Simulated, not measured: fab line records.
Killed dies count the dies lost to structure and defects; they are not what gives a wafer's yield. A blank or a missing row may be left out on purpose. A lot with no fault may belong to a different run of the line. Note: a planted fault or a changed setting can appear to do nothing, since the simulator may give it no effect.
fab line records ; flow nandHarc
[record] lots = 14; wafers = 42; lastDay = 24
route steps=1159 shown A_START@389 A_ONON_D1@426 END@1159
lots with no fault: from the same line, run without faults
startH: hours from the record's first day to the start of the lot's first wafer shown ; waitH: how many hours have passed since the lot's step before this one ; " unchanged from the row above ; L1.1+2: several wafers, shown together as one row ; - no value, or no start given ; * or withheld: withheld ; < > ~ a bound
route shown NAME@n: NAME is a module with steps in the file, n the number in the route of the first one ; usual: mean/standard deviation of fault-free wafers ; same: alike in all rows ; chamber/n: place in a boat ; sites: the reading at each site ; _std_site: the standard deviation of these ; _edge_site: mean of outer sites minus mean of inner sites ; radiusMm: how far each site lies from the wafer's centre ; mask NAME#n: copy n ; behind: the most recent tool/chamber to have shaped the wafer ; hold: reason for holding the lot/hours on hold/outcome of the hold ; device: names the non-switching transistor (n, p or np) ; end of line: the tests these same wafers got at the end of their route ; where a step has no rows: the recipe by itself ; killed: the dies lost at the first sort to structure and to defects; this is not the yield of the wafer ; map: dies across one wafer; x = killed, . = not, _ = none there
set.NAME: the setting as run; set.NAME@STEP: as run at that earlier step ; model.NAME: the simulator's own value behind a step, which no gauge read
one table for each step of the route and one row for each wafer, over a sample of lots
services: from which hour (startH, from the record's first day; less than 0 if before it) a tool's chamber was out of use, for how many hours, and why
[[steps]]
[step NHARC_A_START_INSPECT_01]
[usual] rawDefectCount = 3.5/2
lot.wafer;tool;chamber;startH;waitH;rawDefectCount
L224.2;defectInspect-02;-;130.96;-;3
L224.5;defectInspect-02;-;130.96;-;5
L224.6;defectInspect-02;-;130.96;-;3
L227.1;defectInspect-01;-;149.86;-;1
L227.3;defectInspect-01;-;149.86;-;5
L227.4;defectInspect-01;-;149.86;-;5
L229.2;defectInspect-01;-;164.14;-;4
L229.5;defectInspect-01;-;164.14;-;3
L229.6;defectInspect-01;-;164.14;-;0
L228.1;defectInspect-01;-;164.86;-;3
L228.2;defectInspect-01;-;164.86;-;8
L228.3;defectInspect-01;-;164.86;-;3
L230.3;defectInspect-02;-;165.23;-;6
L230.4;defectInspect-02;-;165.23;-;3
L230.5;defectInspect-02;-;165.23;-;2
L232.2;defectInspect-01;-;182.08;-;0
L232.3;defectInspect-01;-;182.08;-;6
L232.4;defectInspect-01;-;182.08;-;2
L237.1;defectInspect-02;-;211.23;-;3
L237.2;defectInspect-02;-;211.23;-;8
L237.4;defectInspect-02;-;211.23;-;6
L236.2;defectInspect-01;-;213.05;-;8
L236.5;defectInspect-01;-;213.05;-;3
L236.6;defectInspect-01;-;213.05;-;3
L243.1;defectInspect-02;-;241.08;-;4
L243.2;defectInspect-02;-;241.08;-;2
L243.6;defectInspect-02;-;241.08;-;2
L242.1;defectInspect-02;-;242.16;-;6
L242.3;defectInspect-02;-;242.16;-;3
L242.6;defectInspect-02;-;242.16;-;9
L245.2;defectInspect-02;-;252.11;-;5
L245.3;defectInspect-02;-;252.11;-;0
L245.6;defectInspect-02;-;252.11;-;3
L244.1;defectInspect-02;-;253.47;-;2
L244.4;defectInspect-02;-;253.47;-;5
L244.5;defectInspect-02;-;253.47;-;5
L246.2;defectInspect-02;-;261.25;-;3
L246.3;defectInspect-02;-;261.25;-;5
L246.4;defectInspect-02;-;261.25;-;2
L247.1;defectInspect-02;-;267.40;-;5
L247.2;defectInspect-02;-;267.40;-;0
L247.4;defectInspect-02;-;267.40;-;5
[step NHARC_A_ONON_D1_DEP_03]
[recipe] targetThkA = 10000; n2FlowSccm = 2750; n2oFlowSccm = 2000; nh3FlowSccm = 500; sih4FlowSccm = 210; tempC = 400
lot.wafer;tool;chamber;startH;waitH
L224.2+5+6;pecvdOnon-04;0;159.19;0.2
L227.1+3+4;pecvdOnon-03;0;175.79;0.1
L228.1+2+3;pecvdOnon-03;0;189.79;0.1
L229.2+5+6;pecvdOnon-04;0;189.88;0.1
L230.3+4+5;pecvdOnon-01;0;189.94;0.2
L232.2+3+4;pecvdOnon-04;0;206.38;0.1
L236.2+5+6;pecvdOnon-03;0;238.27;0.1
L237.1+2+4;pecvdOnon-01;0;238.34;0.2
L243.1+2+6;pecvdOnon-04;0;264.17;0.2
L242.1+3+6;pecvdOnon-03;0;264.47;0.2
L244.1+4+5;pecvdOnon-04;0;276.16;0.2
L245.2+3+6;pecvdOnon-03;0;276.26;0.2
L246.2+3+4;pecvdOnon-04;0;285.56;0.1
L247.1+2+4;pecvdOnon-04;0;292.85;0.1
[step NHARC_A_ONON_D1_THK_MEAS_05]
[recipe] thkMeasGauge = ellipsometry
[usual] thkNm = 1002/11
lot.wafer;tool;chamber;startH;waitH;hold;thkNm
L224.2;filmMetro-02;-;159.64;-;-;998
L224.5;filmMetro-02;-;159.64;-;-;998
L224.6;filmMetro-02;-;159.64;-;-;998
L227.1;filmMetro-01;-;176.30;-;-;993
L227.3;filmMetro-01;-;176.30;-;-;995
L227.4;filmMetro-01;-;176.30;-;-;993
L228.1;filmMetro-02;-;190.30;-;-;1014
L228.2;filmMetro-02;-;190.30;-;-;1013
L228.3;filmMetro-02;-;190.30;-;-;1014
L229.2;filmMetro-01;-;190.33;-;awaitDispo/0.2h/release;1479
L229.5;filmMetro-01;-;190.33;-;awaitDispo/0.2h/release;1480
L229.6;filmMetro-01;-;190.33;-;awaitDispo/0.2h/release;1479
L229.2;filmMetro-01;-;190.50;0.2;-;1480
L229.5;filmMetro-01;-;190.50;0.2;-;1481
L229.6;filmMetro-01;-;190.50;0.2;-;1481
L230.3;filmMetro-02;-;190.34;-;-;996
L230.4;filmMetro-02;-;190.34;-;-;994
L230.5;filmMetro-02;-;190.34;-;-;995
L232.2;filmMetro-02;-;206.83;-;awaitDispo/0.2h/release;1496
L232.3;filmMetro-02;-;206.83;-;awaitDispo/0.2h/release;1498
L232.4;filmMetro-02;-;206.83;-;awaitDispo/0.2h/release;1497
L232.2;filmMetro-02;-;207.00;0.2;-;1499
L232.3;filmMetro-02;-;207.00;0.2;-;1498
L232.4;filmMetro-02;-;207.00;0.2;-;1497
L236.2;filmMetro-02;-;238.72;-;-;997
L236.5;filmMetro-02;-;238.72;-;-;996
L236.6;filmMetro-02;-;238.72;-;-;998
L237.1;filmMetro-01;-;238.85;-;-;993
L237.2;filmMetro-01;-;238.85;-;-;990
L237.4;filmMetro-01;-;238.85;-;-;993
L243.1;filmMetro-01;-;264.68;-;-;1010
L243.2;filmMetro-01;-;264.68;-;-;1010
L243.6;filmMetro-01;-;264.68;-;-;1009
L242.1;filmMetro-01;-;264.98;-;-;997
L242.3;filmMetro-01;-;264.98;-;-;998
L242.6;filmMetro-01;-;264.98;-;-;1000
L244.1;filmMetro-01;-;276.67;-;-;1026
L244.4;filmMetro-01;-;276.67;-;-;1024
L244.5;filmMetro-01;-;276.67;-;-;1026
L245.2;filmMetro-02;-;276.71;-;-;1012
L245.3;filmMetro-02;-;276.71;-;-;1010
L245.6;filmMetro-02;-;276.71;-;-;1011
L246.2;filmMetro-01;-;286.02;-;-;1009
L246.3;filmMetro-01;-;286.02;-;-;1010
L246.4;filmMetro-01;-;286.02;-;-;1011
L247.1;filmMetro-02;-;293.36;-;-;1000
L247.2;filmMetro-02;-;293.36;-;-;1000
L247.4;filmMetro-02;-;293.36;-;-;998
[step NHARC_A_ONON_D1_THK_MEAS_18]
[recipe] thkMeasGauge = ellipsometry
[usual] thkNm = 1008/11
lot.wafer;tool;chamber;startH;waitH;thkNm
L224.2;filmMetro-01;-;168.11;-;1008
L224.5;filmMetro-01;-;168.11;-;1010
L224.6;filmMetro-01;-;168.11;-;1010
L227.1;filmMetro-02;-;185.13;-;1021
L227.3;filmMetro-02;-;185.13;-;1022
L227.4;filmMetro-02;-;185.13;-;1023
L228.1;filmMetro-02;-;199.12;-;1008
L228.2;filmMetro-02;-;199.12;-;1009
L228.3;filmMetro-02;-;199.12;-;1010
L230.3;filmMetro-02;-;199.48;-;1017
L230.4;filmMetro-02;-;199.48;-;1017
L230.5;filmMetro-02;-;199.48;-;1017
L229.2;filmMetro-01;-;205.95;-;1011
L229.5;filmMetro-01;-;205.95;-;1010
L229.6;filmMetro-01;-;205.95;-;1009
L236.2;filmMetro-02;-;248.69;-;989
L236.5;filmMetro-02;-;248.69;-;987
L236.6;filmMetro-02;-;248.69;-;986
L237.1;filmMetro-01;-;248.69;-;1004
L237.2;filmMetro-01;-;248.69;-;1006
L237.4;filmMetro-01;-;248.69;-;1007
L243.1;filmMetro-02;-;273.75;-;996
L243.2;filmMetro-02;-;273.75;-;994
L243.6;filmMetro-02;-;273.75;-;994
L242.1;filmMetro-02;-;274.10;-;1021
L242.3;filmMetro-02;-;274.10;-;1021
L242.6;filmMetro-02;-;274.10;-;1022
L245.2;filmMetro-01;-;287.22;-;994
L245.3;filmMetro-01;-;287.22;-;994
L245.6;filmMetro-01;-;287.22;-;994
L244.1;filmMetro-02;-;287.22;-;1008
L244.4;filmMetro-02;-;287.22;-;1007
L244.5;filmMetro-02;-;287.22;-;1009
L246.2;filmMetro-02;-;295.83;-;1011
L246.3;filmMetro-02;-;295.83;-;1013
L246.4;filmMetro-02;-;295.83;-;1012
L247.1;filmMetro-02;-;306.60;-;998
L247.2;filmMetro-02;-;306.60;-;996
L247.4;filmMetro-02;-;306.60;-;997
[step NHARC_A_ONON_D1_DEP_33]
[recipe] targetThkA = 2000; tempC = 400; pressureTorr = 6.5; rfW = 900; teosFlowSccm = 161.4; flowSccm = 2650; targetThkNm = 200; gas = O2; material = SiO2
[usual] heaterPowerW = 575/100; throttleValvePct = 15.79/0.29
lot.wafer;tool;chamber;startH;waitH;heaterPowerW;throttleValvePct
L224.2;pecvd-02;1;170.69;0.3;495;15.84
L224.6;pecvd-02;0;170.69;0.3;576;15.49
L224.5;pecvd-02;1;170.69;0.3;512;16.13
L227.1;pecvd-04;0;187.45;0.1;483;15.77
L227.3;pecvd-04;1;187.45;0.1;516;15.48
L227.4;pecvd-04;2;187.45;0.1;667;16.07
L228.2;pecvd-02;2;201.96;0.1;740;15.53
L228.1;pecvd-02;0;201.96;0.1;609;15.42
L228.3;pecvd-02;1;201.96;0.1;643;15.56
L230.3;pecvd-03;0;202.34;0.1;492;15.61
L230.4;pecvd-03;0;202.34;0.1;365;15.68
L230.5;pecvd-03;1;202.34;0.1;560;16.00
L229.2;pecvd-02;1;209.64;0.2;511;15.44
L229.5;pecvd-02;0;209.64;0.2;555;15.31
L229.6;pecvd-02;1;209.64;0.2;523;15.96
L236.2;pecvd-04;0;251.06;0.1;627;15.49
L236.6;pecvd-04;2;251.06;0.1;621;16.01
L236.5;pecvd-04;0;251.06;0.1;629;15.48
L237.2;pecvd-04;2;251.33;0.2;616;16.07
L237.1;pecvd-04;0;251.33;0.2;566;15.27
L237.4;pecvd-04;1;251.33;0.2;491;15.34
L243.2;pecvd-03;0;276.42;0.1;399;15.70
L243.1;pecvd-03;1;276.42;0.1;615;16.15
L243.6;pecvd-03;1;276.42;0.1;629;16.12
L242.1;pecvd-03;1;276.92;0.4;550;16.11
L242.3;pecvd-03;2;276.92;0.4;655;16.22
L242.6;pecvd-03;0;276.92;0.4;464;15.74
L245.3;pecvd-02;1;289.59;0.1;480;16.18
L245.2;pecvd-02;2;289.59;0.1;679;15.77
L245.6;pecvd-02;2;289.59;0.1;722;16.03
L244.1;pecvd-03;2;289.62;0.1;509;15.93
L244.4;pecvd-03;1;289.62;0.1;621;16.06
L244.5;pecvd-03;2;289.62;0.1;529;15.94
L246.2;pecvd-04;1;298.16;0.1;525;15.50
L246.3;pecvd-04;0;298.16;0.1;594;15.41
L246.4;pecvd-04;1;298.16;0.1;535;15.32
L247.2;pecvd-02;2;309.14;0.2;698;16.05
L247.1;pecvd-02;0;309.14;0.2;593;15.84
L247.4;pecvd-02;1;309.14;0.2;619;15.72
[step NHARC_END_SORT_01]
[recipe] tempC = 25
[usual] defectLimitedYield = 95.1/1.8; killedAtArray = 29/11; killedAtOther = 0.6/0.89; killedAtPeriphery = 3.8/2.8; killedDies = 33/12; killedOpen = 3.5/1.9; killedShort = 1.9/1.3; sort_bin_2_pct = 1.5/0.72; sort_bin_3_pct = 0.28/0.23; sort_bin_4_pct = 3.1/1.2; sortNPass = 644/12; sortRimYieldPct = 94.8/2.9; sortYieldPct = 95.1/1.8
[same] grossDies = 677; sort_bin_5_pct[%] = 0; sort_bin_6_pct[%] = 0; sort_bin_7_pct[%] = 0; sort_bin_8_pct[%] = 0; sortRimNGross = 106.00
lot.wafer;tool;chamber;startH;waitH;defectLimitedYield[%];killedAtArray;killedAtOther;killedAtPeriphery;killedDies;killedOpen;killedShort;sort_bin_2_pct[%];sort_bin_3_pct[%];sort_bin_4_pct[%];sortNPass;sortRimYieldPct[%];sortYieldPct[%]
L230.3;prober-02;0;482.84;3.1;95.0;29;0;5;34;6;0;1.6;0.15;3.2;643;98.1;95.0
L230.4;prober-02;0;483.64;3.4;97.3;16;1;1;18;0;2;0.9;0.30;1.5;659;96.2;97.3
L230.5;prober-02;0;484.44;3.7;95.7;22;0;7;29;2;2;1.9;0.15;2.2;648;95.3;95.7
L236.2;prober-02;0;500.81;2.8;96.0;25;2;0;27;1;2;1.2;0.44;2.4;650;94.3;96.0
L236.5;prober-02;0;503.19;3.7;93.9;39;0;2;41;5;5;2.1;0.44;3.5;636;98.1;93.9
L236.6;prober-02;0;503.98;4.0;96.2;23;2;1;26;1;2;0.6;0.30;3.0;651;95.3;96.2
L237.1;prober-01;0;514.12;2.5;93.6;38;1;4;43;5;3;1.9;0.30;4.1;634;92.5;93.6
L237.2;prober-01;0;514.90;2.8;92.2;48;1;4;53;4;2;3.1;0.30;4.4;624;96.2;92.2
L237.4;prober-01;0;516.47;3.3;93.5;35;2;7;44;3;2;2.5;0.30;3.7;633;94.3;93.5
// killed by level:class
L230.3 A_CHANNEL_HOLE_D1:chamberFilmFlake=17 A_STAIRCASE:chamberFilmFlake=4 P_CONTACT:chamberFilmFlake=2 A_CONTACT:chamberFilmFlake=2 P_GATE:geometricParticle:open=1 P_CONTACT:geometricParticle:open=1 P_M0:geometricParticle:open=1 A_CONTACT:geometricParticle:open=1
L230.4 A_CHANNEL_HOLE_D1:chamberFilmFlake=11 A_CONTACT:chamberFilmFlake=2 A_WL_FILL:geometricParticle:short=1 P_BONDPAD:chamberFilmFlake=1 STARTING-WAFER:geometricParticle:short=1 A_STAIRCASE:chamberFilmFlake=1 A_M0:chamberFilmFlake=1
L230.5 A_CHANNEL_HOLE_D1:chamberFilmFlake=17 P_CONTACT:chamberFilmFlake=6 P_M1:geometricParticle:open=1 A_CHANNEL_FILL_D1:geometricParticle:short=1 A_SGD_CUT:geometricParticle:short=1 A_CONTACT:geometricParticle:open=1 A_STAIRCASE:chamberFilmFlake=1 A_CONTACT:chamberFilmFlake=1
L236.2 A_SLIT:chamberFilmFlake=11 A_STAIRCASE:chamberFilmFlake=5 A_CHANNEL_HOLE_D1:chamberFilmFlake=3 A_WL_FILL:geometricParticle:short=2 A_SGD_CUT:chamberFilmFlake=2 STARTING-WAFER:geometricParticle:open=1 A_ZERO_WELL:chamberFilmFlake=1 A_CHANNEL_FILL_D1:chamberFilmFlake=1
L236.5 A_SLIT:chamberFilmFlake=19 A_STAIRCASE:chamberFilmFlake=5 A_CHANNEL_HOLE_D1:chamberFilmFlake=3 A_CHANNEL_FILL_D1:chamberFilmFlake=3 A_CHANNEL_FILL_D1:geometricParticle:short=2 A_M0:geometricParticle:short=2 P_CONTACT:geometricParticle:open=1 P_BONDPAD:geometricParticle:open=1
L236.6 A_STAIRCASE:chamberFilmFlake=8 A_SLIT:chamberFilmFlake=7 A_SGD_CUT:chamberFilmFlake=2 A_CONTACT:chamberFilmFlake=2 THIN_TSV:chamberFilmFlake=2 A_BLC:geometricParticle:short=1 A_M0:geometricParticle:short=1 A_M1:geometricParticle:open=1
L237.1 A_CHANNEL_HOLE_D1:chamberFilmFlake=14 A_SLIT:chamberFilmFlake=8 A_STAIRCASE:chamberFilmFlake=6 A_ONON_D1:geometricParticle:open=3 A_CHANNEL_FILL_D1:geometricParticle:short=1 A_STAIRCASE:geometricParticle:open=1 A_SGD_CUT:geometricParticle:short=1 A_CONTACT:geometricParticle:short=1
L237.2 A_CHANNEL_HOLE_D1:chamberFilmFlake=19 A_SLIT:chamberFilmFlake=13 A_STAIRCASE:chamberFilmFlake=8 A_CONTACT:chamberFilmFlake=3 P_CONTACT:geometricParticle:short=1 P_M0:geometricParticle:open=1 A_ONON_D1:geometricParticle:open=1 A_CHANNEL_FILL_D1:geometricParticle:short=1
L237.4 A_CHANNEL_HOLE_D1:chamberFilmFlake=16 A_SLIT:chamberFilmFlake=9 A_STAIRCASE:chamberFilmFlake=4 P_GATE:chamberFilmFlake=3 THIN_TSV:chamberFilmFlake=2 P_M0:geometricParticle:short=1 P_M0:geometricParticle:open=1 A_ONON_D1:geometricParticle:short=1
[[services]]
tool;chamber;startH;hours;kind
pecvdOnon-03;-;153.00;13.0;pm
pecvd-02;-;153.16;13.0;pm
pecvd-02;0;153.16;13.0;ventCycle
pecvd-02;1;153.16;13.0;ventCycle
pecvd-02;2;153.16;13.0;ventCycle
pecvd-04;0;163.40;2.0;repair
pecvd-02;0;166.16;-;clean
pecvd-02;1;166.16;-;clean
pecvd-02;2;166.16;-;clean
pecvd-02;-;171.64;1.1;repair
pecvdOnon-01;-;172.79;7.4;repair
pecvdOnon-01;-;195.00;13.0;pm
pecvd-04;-;195.11;13.0;pm
pecvd-04;0;195.11;13.0;ventCycle
pecvd-04;1;195.11;13.0;ventCycle
pecvd-04;2;195.11;14.7;ventCycle
pecvd-04;0;208.11;-;clean
pecvd-04;1;208.11;-;clean
pecvd-02;-;233.64;2.6;repair
pecvdOnon-04;-;237.00;13.0;pm
pecvd-03;-;292.00;13.0;pm
pecvd-03;0;292.00;13.0;ventCycle
pecvd-03;1;292.00;13.0;ventCycle
pecvd-04;-;305.82;1.3;repair
[[key]]
[firstSign] step = NHARC_A_ONON_D1_THK_MEAS_05; reading = visit; direction = added
[effect] step = NHARC_A_ONON_D1_THK_MEAS_05; reading = thkNm; direction = up; sigmas = 45; usual = 1002; struck = 1488
metAt NHARC_A_ONON_D1_DEP_03
struckLots L229,L232
struckWafers L229.2,L229.5,L229.6,L232.2,L232.3,L232.4
scrappedBehind NHARC_A_ONON_D1_THK_MEAS_05 L232.2,L232.3,L232.4
sortLeftOut L229.2,L229.5,L229.6
testerLeftOut L229
notActingAt NHARC_A_START_INSPECT_01,NHARC_A_ONON_D1_THK_MEAS_18,NHARC_A_ONON_D1_DEP_33
onsetBetween 159.19 189.88
[fault] kind = processParameterDrift; tool = pecvdOnon-04; chamber = 0; onsetH = 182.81; steps = NHARC_A_ONON_D1_DEP_03; channel = targetThkA; offset = *; shape = step; endH = 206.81; actsIn = *; stated = *
// testerLeftOut: of these lots the tester's yield and bins aren't shown, on N5 and GAA mostly nor the transistor test; their killed dies are dies lost to structure and defects alone, not to doping, threshold or leakage, so they don't give the yield
// sortLeftOut: the simulated sort isn't trusted on such a fault, so these wafers' sort isn't shown, and their yield isn't known
